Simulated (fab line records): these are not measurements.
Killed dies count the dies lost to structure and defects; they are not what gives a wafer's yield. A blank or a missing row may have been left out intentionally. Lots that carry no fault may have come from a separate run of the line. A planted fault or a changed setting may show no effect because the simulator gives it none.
Which tool did it? :: flow n5Finfet :: 72 wafers from 24 lots sampled at 4 of the route's 1938 steps

## WHAT THE GAUGES SHOWED, per wafer
N5_BEOL_M4_THK_MEAS_53: measures by xrf.
lot: L074
measured: day 7 18:11
on: filmMetro-01
M4_THK (nm): 41.4 41.7 37.9

lot: L075
measured: day 8 03:22
on: filmMetro-02
M4_THK (nm): 41.2 40.7 40.6

lot: L076
measured: day 8 11:15
on: filmMetro-01
M4_THK (nm): 37.0 38.8 42.6

lot: L077
measured: day 8 12:36
on: filmMetro-01
M4_THK (nm): 43.2 39.9 42.4

lot: L078
measured: day 8 17:02
on: filmMetro-02
M4_THK (nm): 39.5 39.2 39.5

lot: L079
measured: day 8 23:46
on: filmMetro-02
M4_THK (nm): 43.0 42.3 39.9

lot: L080
measured: day 9 03:44
on: filmMetro-01
M4_THK (nm): 40.3 42.5 40.9

lot: L082
measured: day 9 16:31
on: filmMetro-02
M4_THK (nm): 40.4 37.1 38.8

lot: L081
measured: day 9 20:13
on: filmMetro-01
M4_THK (nm): 42.4 40.6 42.2

lot: L083
measured: day 10 02:09
on: filmMetro-01
M4_THK (nm): 40.3 38.9 38.4

lot: L084
measured: day 10 07:13
on: filmMetro-01
M4_THK (nm): 41.6 41.2 38.4

lot: L086
measured: day 10 10:42
on: filmMetro-02
M4_THK (nm): 42.5 41.0 40.0

lot: L087
measured: day 11 01:55
on: filmMetro-02
M4_THK (nm): 41.2 40.0 38.3

lot: L085
measured: day 11 02:11
on: filmMetro-02
M4_THK (nm): 39.7 40.8 41.8

lot: L088
measured: day 11 02:20
on: filmMetro-02
M4_THK (nm): 37.9 39.4 38.5

lot: L089
measured: day 11 07:16
on: filmMetro-02
M4_THK (nm): 41.6 41.5 41.9

lot: L090
measured: day 12 03:08
on: filmMetro-02
M4_THK (nm): 40.2 40.8 39.4

lot: L091
measured: day 12 08:03
on: filmMetro-02
M4_THK (nm): 40.3 38.0 37.6

lot: L092
measured: day 12 10:41
on: filmMetro-02
M4_THK (nm): 39.3 38.9 39.9

lot: L093
measured: day 12 15:20
on: filmMetro-01
M4_THK (nm): 36.2 40.0 40.8

lot: L094
measured: day 12 18:35
on: filmMetro-02
M4_THK (nm): 37.7 40.4 38.2

lot: L095
measured: day 13 02:29
on: filmMetro-02
M4_THK (nm): 40.1 37.8 39.8

lot: L096
measured: day 13 11:29
on: filmMetro-02
M4_THK (nm): 40.5 38.8 37.0

lot: L097
measured: day 13 11:39
on: filmMetro-01
M4_THK (nm): 39.2 38.1 40.3

N5_BEOL_M5_CD_MEAS_18: pitch 56 nm, target cd 28 nm.
lot: L074
measured: day 7 23:47
on: cdSem-03
cdNm (nm): 28.2 27.6 27.7

lot: L075
measured: day 8 07:29
on: cdSem-03
cdNm (nm): 27.3 27.8 27.8

lot: L076
measured: day 8 16:46
on: cdSem-01
cdNm (nm): 28.3 28.0 28.2

lot: L077
measured: day 8 16:57
on: cdSem-03
cdNm (nm): 28.0 28.2 28.1

lot: L078
measured: day 8 21:28
on: cdSem-03
cdNm (nm): 27.8 28.3 28.2

lot: L079
measured: day 9 03:43
on: cdSem-01
cdNm (nm): 28.0 28.0 27.6

lot: L080
measured: day 9 07:46
on: cdSem-01
cdNm (nm): 28.3 28.2 28.0

lot: L082
measured: day 9 21:07
on: cdSem-02
cdNm (nm): 27.2 27.5 27.1

lot: L081
measured: day 9 23:10
on: cdSem-03
cdNm (nm): 28.1 28.4 28.3

lot: L083
measured: day 10 05:36
on: cdSem-01
cdNm (nm): 28.0 28.3 28.3

lot: L084
measured: day 10 11:11
on: cdSem-01
cdNm (nm): 27.5 27.6 27.6

lot: L086
measured: day 10 14:29
on: cdSem-02
cdNm (nm): 27.8 28.1 27.0

lot: L087
measured: day 11 05:07
on: cdSem-02
cdNm (nm): 28.0 28.1 28.0

lot: L085
measured: day 11 05:41
on: cdSem-03
cdNm (nm): 28.4 28.3 28.5

lot: L088
measured: day 11 12:04
on: cdSem-02
cdNm (nm): 28.0 27.6 28.5

lot: L089
measured: day 11 12:37
on: cdSem-03
cdNm (nm): 27.9 28.7 28.6

lot: L090
measured: day 12 06:16
on: cdSem-02
cdNm (nm): 28.2 28.0 28.2

lot: L091
measured: day 12 11:49
on: cdSem-02
cdNm (nm): 28.2 27.4 27.2

lot: L092
measured: day 12 17:22
on: cdSem-01
cdNm (nm): 27.9 27.8 27.7

lot: L093
measured: day 12 19:25
on: cdSem-03
cdNm (nm): 28.2 28.3 28.0

lot: L094
measured: day 12 22:23
on: cdSem-03
cdNm (nm): 27.9 28.5 27.8

lot: L095
measured: day 13 07:22
on: cdSem-02
cdNm (nm): 28.3 27.6 27.9

lot: L096
measured: day 13 16:24
on: cdSem-02
cdNm (nm): 27.9 27.8 27.1

lot: L097
measured: day 13 16:37
on: cdSem-01
cdNm (nm): 27.3 27.2 27.3

N5_BEOL_M5_CD_MEAS_28: target cd 30.6 nm, target cd y 20 nm.
lot: L074
measured: day 8 00:56
on: cdSem-01
cdNm (nm): 30.51 30.35 30.01

lot: L075
measured: day 8 09:56
on: cdSem-02
cdNm (nm): 30.38 29.90 30.32

lot: L076
measured: day 8 17:05
on: cdSem-01
cdNm (nm): 30.66 31.22 30.80

lot: L077
measured: day 8 17:16
on: cdSem-01
cdNm (nm): 30.43 30.25 30.42

lot: L078
measured: day 8 23:11
on: cdSem-01
cdNm (nm): 30.42 30.60 30.48

lot: L079
measured: day 9 05:40
on: cdSem-02
cdNm (nm): 30.90 30.66 30.83

lot: L080
measured: day 9 08:07
on: cdSem-03
cdNm (nm): 30.50 30.57 30.94

lot: L082
measured: day 9 21:32
on: cdSem-03
cdNm (nm): 30.24 30.44 30.18

lot: L081
measured: day 10 01:26
on: cdSem-02
cdNm (nm): 30.50 30.31 30.36

lot: L083
measured: day 10 06:20
on: cdSem-03
cdNm (nm): 30.55 30.24 30.62

lot: L084
measured: day 10 12:31
on: cdSem-01
cdNm (nm): 30.38 30.49 30.77

lot: L086
measured: day 10 16:10
on: cdSem-03
cdNm (nm): 30.50 30.10 30.26

lot: L087
measured: day 11 10:01
on: cdSem-01
cdNm (nm): 30.74 30.36 30.72

lot: L085
measured: day 11 09:55
on: cdSem-01
cdNm (nm): 30.35 30.27 30.45

lot: L088
measured: day 11 12:48
on: cdSem-02
cdNm (nm): 30.46 30.57 30.54

lot: L089
measured: day 11 13:09
on: cdSem-01
cdNm (nm): 30.47 30.66 30.44

lot: L090
measured: day 12 06:45
on: cdSem-03
cdNm (nm): 30.46 30.46 30.39

lot: L091
measured: day 12 12:29
on: cdSem-03
cdNm (nm): 30.63 30.45 30.98

lot: L092
measured: day 12 17:40
on: cdSem-03
cdNm (nm): 30.52 30.49 30.51

lot: L093
measured: day 12 19:45
on: cdSem-02
cdNm (nm): 30.69 30.74 30.57

lot: L094
measured: day 13 01:36
on: cdSem-03
cdNm (nm): 30.78 30.39 30.50

lot: L095
measured: day 13 08:04
on: cdSem-03
cdNm (nm): 30.24 30.61 30.78

lot: L096
measured: day 13 16:43
on: cdSem-02
cdNm (nm): 30.56 30.12 30.56

lot: L097
measured: day 13 17:03
on: cdSem-03
cdNm (nm): 30.62 31.21 30.63

## WHAT TOOL EACH LOT RAN ON (gives the tool, then ch and the chambers of the sampled wafers, and finally the start)
lot: L074
N5_BEOL_M4_SPUTTER_94: pvdSputter-01, day 7 17:10

lot: L075
N5_BEOL_M4_SPUTTER_94: pvdSputter-03, day 8 02:22

lot: L076
N5_BEOL_M4_SPUTTER_94: pvdSputter-02, day 8 10:13

lot: L077
N5_BEOL_M4_SPUTTER_94: pvdSputter-01, day 8 10:37

lot: L078
N5_BEOL_M4_SPUTTER_94: pvdSputter-03, day 8 16:02

lot: L079
N5_BEOL_M4_SPUTTER_94: pvdSputter-01, day 8 22:46

lot: L080
N5_BEOL_M4_SPUTTER_94: pvdSputter-03, day 9 02:05

lot: L082
N5_BEOL_M4_SPUTTER_94: pvdSputter-03, day 9 15:31

lot: L081
N5_BEOL_M4_SPUTTER_94: pvdSputter-02, day 9 19:13

lot: L083
N5_BEOL_M4_SPUTTER_94: pvdSputter-01, day 10 01:07

lot: L084
N5_BEOL_M4_SPUTTER_94: pvdSputter-03, day 10 06:11

lot: L086
N5_BEOL_M4_SPUTTER_94: pvdSputter-01, day 10 09:41

lot: L087
N5_BEOL_M4_SPUTTER_94: pvdSputter-01, day 11 00:54

lot: L085
N5_BEOL_M4_SPUTTER_94: pvdSputter-03, day 11 01:03

lot: L088
N5_BEOL_M4_SPUTTER_94: pvdSputter-02, day 11 01:20

lot: L089
N5_BEOL_M4_SPUTTER_94: pvdSputter-03, day 11 06:15

lot: L090
N5_BEOL_M4_SPUTTER_94: pvdSputter-02, day 12 02:08

lot: L091
N5_BEOL_M4_SPUTTER_94: pvdSputter-03, day 12 07:02

lot: L092
N5_BEOL_M4_SPUTTER_94: pvdSputter-02, day 12 09:41

lot: L093
N5_BEOL_M4_SPUTTER_94: pvdSputter-03, day 12 14:13

lot: L094
N5_BEOL_M4_SPUTTER_94: pvdSputter-01, day 12 17:34

lot: L095
N5_BEOL_M4_SPUTTER_94: pvdSputter-03, day 13 01:28

lot: L096
N5_BEOL_M4_SPUTTER_94: pvdSputter-03, day 13 10:28

lot: L097
N5_BEOL_M4_SPUTTER_94: pvdSputter-01, day 13 10:38
- N5_BEOL_M4_SPUTTER_94: material Cu, target thk 4.5 nm, time 8.29 s.

## WHAT THE TOOLS THEMSELVES READ (means of the sampled wafers that have a number; where no wafer has one, the mark that the record gives instead)
N5_BEOL_M4_SPUTTER_94.
lot: L074
tool: pvdSputter-01
chamberPressurePa (Pa): 0.07
throttleValvePct (%): 30.5

lot: L075
tool: pvdSputter-03
chamberPressurePa (Pa): 0.07
throttleValvePct (%): 30.6

lot: L076
tool: pvdSputter-02
chamberPressurePa (Pa): 0.07
throttleValvePct (%): 30.4

lot: L077
tool: pvdSputter-01
chamberPressurePa (Pa): 0.07
throttleValvePct (%): 30.4

lot: L078
tool: pvdSputter-03
chamberPressurePa (Pa): 0.07
throttleValvePct (%): 29.9

lot: L079
tool: pvdSputter-01
chamberPressurePa (Pa): 0.07
throttleValvePct (%): 29.9

lot: L080
tool: pvdSputter-03
chamberPressurePa (Pa): 0.07
throttleValvePct (%): 29.9

lot: L082
tool: pvdSputter-03
chamberPressurePa (Pa): 0.07
throttleValvePct (%): 29.8

lot: L081
tool: pvdSputter-02
chamberPressurePa (Pa): 0.07
throttleValvePct (%): 29.5

lot: L083
tool: pvdSputter-01
chamberPressurePa (Pa): 0.07
throttleValvePct (%): 30.4

lot: L084
tool: pvdSputter-03
chamberPressurePa (Pa): 0.07
throttleValvePct (%): 30.4

lot: L086
tool: pvdSputter-01
chamberPressurePa (Pa): 0.07
throttleValvePct (%): 30.4

lot: L087
tool: pvdSputter-01
chamberPressurePa (Pa): 0.07
throttleValvePct (%): 29.4

lot: L085
tool: pvdSputter-03
chamberPressurePa (Pa): 0.07
throttleValvePct (%): 30.3

lot: L088
tool: pvdSputter-02
chamberPressurePa (Pa): 0.07
throttleValvePct (%): 29.0

lot: L089
tool: pvdSputter-03
chamberPressurePa (Pa): 0.07
throttleValvePct (%): 30.1

lot: L090
tool: pvdSputter-02
chamberPressurePa (Pa): 0.07
throttleValvePct (%): 29.9

lot: L091
tool: pvdSputter-03
chamberPressurePa (Pa): 0.07
throttleValvePct (%): 30.3

lot: L092
tool: pvdSputter-02
chamberPressurePa (Pa): 0.07
throttleValvePct (%): 30.1

lot: L093
tool: pvdSputter-03
chamberPressurePa (Pa): 0.07
throttleValvePct (%): 30.1

lot: L094
tool: pvdSputter-01
chamberPressurePa (Pa): 0.07
throttleValvePct (%): 30.1

lot: L095
tool: pvdSputter-03
chamberPressurePa (Pa): 0.07
throttleValvePct (%): 30.2

lot: L096
tool: pvdSputter-03
chamberPressurePa (Pa): 0.07
throttleValvePct (%): 30.3

lot: L097
tool: pvdSputter-01
chamberPressurePa (Pa): 0.07
throttleValvePct (%): 29.9

## THE ANSWER, worked out from the rows above alone
Rule: the usual values come from the lots themselves. The widest of any qualifying gaps counts: lots, ordered by their means at a reading, are off when they make up no more than a third of the lots, leave a main group of 4 or more, and stand apart from it by 3 or more times the standard deviation of that group's means. If all means in a main group match to the digits the tables above print for the reading, that group is not used. A lot without any number at a reading at which 4 lots or more have one is off too. Any other lot the step has rows for is counted as sound. After the gauges, taken in route order, come the tools' own readings; for these a lot's mean is taken, as printed above. The first step at which some lot is off is used, and at that step the reading that is off furthest; a lot without a number counts as furthest.
No lot is off at any reading shown: from this, nothing can be told.

## WHAT HAD BEEN PUT IN BY THE SIMULATOR
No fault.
